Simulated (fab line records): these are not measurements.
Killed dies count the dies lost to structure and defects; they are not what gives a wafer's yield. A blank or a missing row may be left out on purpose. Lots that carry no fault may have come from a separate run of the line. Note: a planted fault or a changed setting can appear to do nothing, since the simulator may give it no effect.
A lot that was struck, set against a sound lot    flow n5-finfet    15 out of 1938 route steps
Sound: these wafers, L962.2, L962.4, L962.6. The struck wafers were L978.2, L978.4, L978.5. The cause comes at the end.
Each step with rows lists, per side, the tool, then ch with its chambers, then its first start. Under that, the readings that differ: sound wafers    struck wafers    difference of the means    sigmas: that difference in standard deviations of wafers without a fault.
alike: readings whose means differ by less than 2 such deviations, and words and numbers that are the same on both sides. not compared: withheld readings, readings that some wafer has no value for, bounds like >300 that may hide the same value, and numbers for which the record gives no deviation and whose values overlap.
Wherever a step has rows on one side only, a row that says differs or no value, or a row with sigmas, the two part there. Numbers that don't overlap but have no deviation are shown without sigmas and don't part them. Lack of a reading on every wafer of one side parts them only where that side has two or more wafers.

first, 2 steps without rows for these wafers: N5_BEOL_M15_PRECLEAN_39 (cleans in residue remover, time 60 s); N5_BEOL_M15_SRD_40 (time 30 s, dry time 30 s).
N5_BEOL_M15_DEGAS_41: time 60 s.
  sound on pvd-sputter-03, day 13 07:58; struck on pvd-sputter-02, day 17 19:03
  alike: heater-power-w
N5_BEOL_M15_PRE_CLEAN_42: time 30 s.
  sound on pvd-sputter-03, day 13 08:01; struck on pvd-sputter-02, day 17 19:05
  alike: heater-power-w
N5_BEOL_M15_SPUTTER_43: material TaN, target thk 15 nm, time 24.19 s.
  sound on pvd-sputter-03, day 13 08:03; struck on pvd-sputter-02, day 17 19:08
  alike: throttle-valve-pct
then, 3 steps without rows for these wafers: N5_BEOL_M15_SPUTTER_44 (material Ta, target thk 15 nm, time 24.19 s); N5_BEOL_M15_SPUTTER_45 (material Cu, target thk 100 nm, time 16.67 s); N5_BEOL_M15_ECD_47 (material Cu, target thk 1860 nm).
N5_BEOL_M15_ANNEAL_48: time 90 s.
  sound on rtp-anneal-02 ch 0, day 13 08:44; struck on rtp-anneal-01 ch 0, day 17 19:41
  alike: wafer_temp_C_max
N5_BEOL_M15_CMP_49: polishes, stops on SiO2, t overpolish 4.9 s, target thk 850 nm.
  sound on cmp-04 ch 1,2,3, day 13 09:04; struck on cmp-04 ch 0,1,2, day 17 20:01
  alike: barrier-field-endpoint-s, edge-zone-pressure-frac, motor-current-A, overpolish-run-s
N5_BEOL_M15_THK_MEAS_50: measures by xrf.
  sound on film-metro-01, day 13 09:17; struck on film-metro-01, day 17 20:14
  alike: M15_THK
then, 1 step without rows for these wafers: N5_BEOL_M15_PRE_CLEAN_52 (time 15 s).
N5_BEOL_M15_DEP_53: deposits SiCN from 3MS/NH3, target thk 50 nm, time 17.8 s.
  sound on pecvd-01 ch 0,1, day 13 09:21; struck on pecvd-01 ch 0,2, day 17 20:18
  no value came back on the struck wafers for chamber-pressure-Torr (Torr), rf-fwd-power-W (W), showerhead-plenum-p-Torr (Torr), throttle-valve-pct (%); on the sound wafers chamber-pressure-Torr (Torr) reads 3.003 2.991 3.004
N5_BEOL_M15_RS_MEAS_54: measurement is done with a four-point probe.
  sound on film-metro-01, day 13 09:25; struck on film-metro-01, day 17 20:22
  alike: M15_RS
N5_PASSIVATION_PROBE_49:
  record: rows for the struck wafers here (prober-02, day 18 08:53), none for the sound ones

== WHERE THEY PART ==
First at N5_BEOL_M15_DEP_53; last, within this record, at N5_PASSIVATION_PROBE_49.

WHY: what the simulator had put in
Beginning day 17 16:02, the whole step at N5_BEOL_M15_DEP_53 was skipped on pecvd-01. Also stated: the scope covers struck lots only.
